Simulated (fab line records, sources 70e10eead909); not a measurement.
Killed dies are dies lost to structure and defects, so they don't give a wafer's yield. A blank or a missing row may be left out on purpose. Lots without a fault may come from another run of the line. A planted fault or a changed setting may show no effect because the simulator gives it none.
Which tool did it? | flow nand_harc | 15 lots, 45 wafers sampled, at 4 steps of a route of 1159

WHAT THE GAUGES READ, wafer by wafer
The record holds no reading of a measuring or inspecting step that can be judged against a usual standard deviation.

WHICH TOOL RAN EACH LOT (tool, then ch and the chambers of the sampled wafers, then the start)
lot  | NHARC_A_STAIRCASE_ETCH_253         | NHARC_A_STAIRCASE_DEP_301       | NHARC_A_STAIRCASE_EXPOSE_307      | NHARC_A_STAIRCASE_HM_OPEN_463
L793 | rie_diel-11 ch 0,2, day 11 18:55   | pecvd-02 ch 0,1, day 12 05:52   | krf_scanner-02 ch 0, day 12 06:25 | rie_diel-09 ch 1,3, no start
L800 | rie_diel-11 ch 0,1,2, day 12 20:29 | pecvd-02 ch 0,1,2, day 13 08:31 | krf_scanner-04, day 13 09:08      | rie_diel-09 ch 1,3, no start
L799 | rie_diel-11 ch 0,1,3, day 12 22:33 | pecvd-02 ch 0,1, day 13 12:44   | krf_scanner-02, day 13 13:22      | rie_diel-11 ch 2,3, no start
L801 | rie_diel-10 ch 1,2,3, day 13 09:58 | pecvd-02 ch 1,2, day 13 23:46   | krf_scanner-02, day 14 00:11      | rie_diel-10 ch 0,1,3, no start
L806 | rie_diel-09 ch 0,1,3, day 14 17:17 | pecvd-03 ch 1,2, day 15 02:24   | krf_scanner-02 ch 0, day 15 03:00 | rie_diel-10 ch 0,1,2, no start
L808 | rie_diel-10 ch 2,3, day 15 03:26   | pecvd-04 ch 0,1, day 15 11:37   | krf_scanner-03 ch 0, day 15 12:13 | rie_diel-11 ch 0,1, no start
L807 | rie_diel-11 ch 0,2,3, day 15 03:48 | pecvd-03 ch 0,2, day 15 13:30   | krf_scanner-04 ch 0, day 15 14:04 | rie_diel-11 ch 0,3, no start
L810 | rie_diel-09 ch 0,1,3, day 15 08:20 | pecvd-03 ch 0,1,2, day 15 20:18 | krf_scanner-04 ch 0, day 15 20:47 | rie_diel-09 ch 0,1,3, no start
L809 | rie_diel-09 ch 0,1,3, day 15 08:50 | pecvd-03 ch 1,2, day 15 20:35   | krf_scanner-02 ch 0, day 15 21:10 | rie_diel-09 ch 1,2,3, no start
L811 | rie_diel-11 ch 0,1,2, day 15 20:56 | pecvd-04 ch 0,2, day 16 07:02   | krf_scanner-03 ch 0, day 16 07:36 | rie_diel-10 ch 0,3, no start
L812 | rie_diel-11 ch 0,2,3, day 16 01:32 | pecvd-04 ch 0,1, day 16 12:07   | krf_scanner-03 ch 0, day 16 12:34 | rie_diel-09 ch 1,2, no start
L814 | rie_diel-10 ch 0,3, day 16 09:14   | pecvd-03 ch 0,2, day 16 17:40   | krf_scanner-04 ch 0, day 16 18:13 | rie_diel-11 ch 0,1,3, no start
L813 | rie_diel-09 ch 0,1,2, day 16 11:08 | pecvd-02 ch 0,1,2, day 16 19:13 | krf_scanner-03 ch 0, day 16 19:48 | rie_diel-09 ch 1,2, no start
L815 | rie_diel-10 ch 1,2,3, day 16 23:14 | pecvd-02 ch 1,2, day 17 07:19   | krf_scanner-04 ch 0, day 17 07:53 | rie_diel-10 ch 0,2,3, no start
L816 | rie_diel-10 ch 0,1,2, day 17 08:02 | pecvd-03 ch 0,1, day 17 17:23   | krf_scanner-02 ch 0, day 17 17:59 | rie_diel-11 ch 0,2,3, no start
- NHARC_A_STAIRCASE_ETCH_253: etches the open film in C4F8/O2, target depth 50 nm, time 20.2 s.
- NHARC_A_STAIRCASE_DEP_301: deposits SiON, target thk 30 nm.
- NHARC_A_STAIRCASE_EXPOSE_307: exposes mask CHOP 50.
- NHARC_A_STAIRCASE_HM_OPEN_463: chemistry O2/COS.

WHAT THE TOOLS THEMSELVES READ (means of the sampled wafers that have a number; where no wafer has one, the mark that the record gives instead)
NHARC_A_STAIRCASE_ETCH_253. Usual: bias_w 1000.0 W, standard deviation 2.7; oes_product_au 0.953 a.u., standard deviation 0.022; rf_vpp_V 897 V, standard deviation 6.1.
lot  | tool        | bias_w (W) | oes_product_au (a.u.) | rf_vpp_V (V) | flag
L793 | rie_diel-11 | 1001.0     | 0.930                 | 904          |
L800 | rie_diel-11 | 1001.1     | 0.967                 | 900          |
L799 | rie_diel-11 | 998.4      | 0.946                 | 897          |
L801 | rie_diel-10 | 999.5      | 0.957                 | 894          |
L806 | rie_diel-09 | 1000.9     | 0.958                 | 894          |
L808 | rie_diel-10 | 999.8      | 0.933                 | 889          |
L807 | rie_diel-11 | 998.4      | 0.958                 | 903          |
L810 | rie_diel-09 | 1000.3     | 0.926                 | 893          |
L809 | rie_diel-09 | 998.8      | 0.979                 | 895          |
L811 | rie_diel-11 | 999.8      | 0.920                 | 899          |
L812 | rie_diel-11 | 1002.8     | 0.968                 | 902          |
L814 | rie_diel-10 | 997.6      | 0.956                 | 903          |
L813 | rie_diel-09 | 1000.3     | 0.948                 | 897          |
L815 | rie_diel-10 | 1001.0     | 0.969                 | 899          |
L816 | rie_diel-10 | 998.9      | 0.987                 | 897          |

NHARC_A_STAIRCASE_DEP_301. Usual: heater_power_w 787 W, standard deviation 91; susceptor_temp_C 399.98 C, standard deviation 0.21.
lot  | tool     | heater_power_w (W) | susceptor_temp_C (C) | flag
L793 | pecvd-02 | 765                | 399.93               |
L800 | pecvd-02 | 826                | 399.90               |
L799 | pecvd-02 | 842                | 400.04               |
L801 | pecvd-02 | 851                | 400.01               |
L806 | pecvd-03 | 826                | 399.80               |
L808 | pecvd-04 | 780                | 399.82               |
L807 | pecvd-03 | 750                | 400.02               |
L810 | pecvd-03 | 789                | 399.74               |
L809 | pecvd-03 | 805                | 399.83               |
L811 | pecvd-04 | 748                | 400.08               |
L812 | pecvd-04 | 690                | 399.68               |
L814 | pecvd-03 | 792                | 399.81               |
L813 | pecvd-02 | 757                | 400.07               |
L815 | pecvd-02 | 796                | 400.05               |
L816 | pecvd-03 | 781                | 400.06               |

NHARC_A_STAIRCASE_EXPOSE_307. Usual: exposure_dose_mJ_cm2 45.69, standard deviation 0.053; focus_offset_nm 0.1 nm, standard deviation 0.46.
lot  | tool           | exposure_dose_mJ_cm2 | focus_offset_nm (nm) | flag
L793 | krf_scanner-02 | 45.60                | 0.3                  |
L800 | krf_scanner-04 | -                    | -                    | OFF
L799 | krf_scanner-02 | -                    | -                    | OFF
L801 | krf_scanner-02 | -                    | -                    | OFF
L806 | krf_scanner-02 | 45.69                | 0.8                  |
L808 | krf_scanner-03 | 45.66                | 0.2                  |
L807 | krf_scanner-04 | 45.75                | -0.3                 |
L810 | krf_scanner-04 | 45.73                | -0.2                 |
L809 | krf_scanner-02 | 45.61                | 0.1                  |
L811 | krf_scanner-03 | 45.66                | -0.3                 |
L812 | krf_scanner-03 | 45.60                | -0.8                 |
L814 | krf_scanner-04 | 45.68                | -0.1                 |
L813 | krf_scanner-03 | 45.68                | -0.4                 |
L815 | krf_scanner-04 | 45.75                | 0.2                  |
L816 | krf_scanner-02 | 45.66                | 0.4                  |

NHARC_A_STAIRCASE_HM_OPEN_463. Usual: bias_w 299.9 W, standard deviation 0.98; drypump_motor_current_A 5.6 A, standard deviation 0.46; oes_product_au 1.000 a.u., standard deviation 0.0098; rf_vpp_V 467 V, standard deviation 3.1; showerhead_plenum_p_Torr 3.13 Torr, standard deviation 0.14; throttle_valve_pct 28.330 %, standard deviation 0.0092.
lot  | tool        | bias_w (W) | drypump_motor_current_A (A) | oes_product_au (a.u.) | rf_vpp_V (V) | showerhead_plenum_p_Torr (Torr) | throttle_valve_pct (%) | flag
L793 | rie_diel-09 | 300.6      | 5.4                         | 1.001                 | 466          | 3.05                            | 28.330                 |
L800 | rie_diel-09 | 299.7      | 5.4                         | 1.011                 | 465          | 3.04                            | 28.338                 |
L799 | rie_diel-11 | 300.8      | 5.8                         | 0.994                 | 471          | 3.31                            | 28.319                 |
L801 | rie_diel-10 | 300.2      | 5.5                         | 1.001                 | 466          | 3.09                            | 28.333                 |
L806 | rie_diel-10 | 299.1      | 5.2                         | 1.002                 | 467          | 3.12                            | 28.330                 |
L808 | rie_diel-11 | 299.1      | 6.1                         | 0.988                 | 466          | 3.08                            | 28.335                 |
L807 | rie_diel-11 | 299.1      | 5.8                         | 1.005                 | 470          | 3.25                            | 28.328                 |
L810 | rie_diel-09 | 299.1      | 5.3                         | 0.999                 | 466          | 3.07                            | 28.324                 |
L809 | rie_diel-09 | 300.3      | 5.3                         | 1.008                 | 467          | 3.09                            | 28.334                 |
L811 | rie_diel-10 | 299.6      | 5.9                         | 1.002                 | 470          | 3.28                            | 28.337                 |
L812 | rie_diel-09 | 299.8      | 5.3                         | 1.000                 | 468          | 3.15                            | 28.330                 |
L814 | rie_diel-11 | 299.4      | 6.0                         | 0.999                 | 468          | 3.16                            | 28.326                 |
L813 | rie_diel-09 | 299.8      | 5.3                         | 1.002                 | 467          | 3.14                            | 28.332                 |
L815 | rie_diel-10 | 299.7      | 5.6                         | 1.011                 | 468          | 3.17                            | 28.328                 |
L816 | rie_diel-11 | 299.6      | 6.0                         | 0.996                 | 471          | 3.29                            | 28.332                 |

THE ANSWER, worked out from the rows above alone
Rule: a lot is off if the mean of its wafers that have a number lies more than 3 standard deviations from the usual mean. A lot without any number at a reading at which 4 lots or more have one is off too. The other lots that the step has rows for count as sound. The gauges are gone through in route order, then the tools' own readings, and for those a lot's mean is taken as printed above. The first step at which some lot is off is used, and at that step the reading that is off furthest; a lot without a number counts as furthest.
Off: L800, L799, L801, at NHARC_A_STAIRCASE_EXPOSE_307 (exposure_dose_mJ_cm2). Without a number there: L800, L799, L801.
A tool fits if, at that step or a process step before it, it ran every lot that is off, and no sound lot after the first of them. None of those tried fits.

WHAT THE SIMULATOR HAD PUT IN
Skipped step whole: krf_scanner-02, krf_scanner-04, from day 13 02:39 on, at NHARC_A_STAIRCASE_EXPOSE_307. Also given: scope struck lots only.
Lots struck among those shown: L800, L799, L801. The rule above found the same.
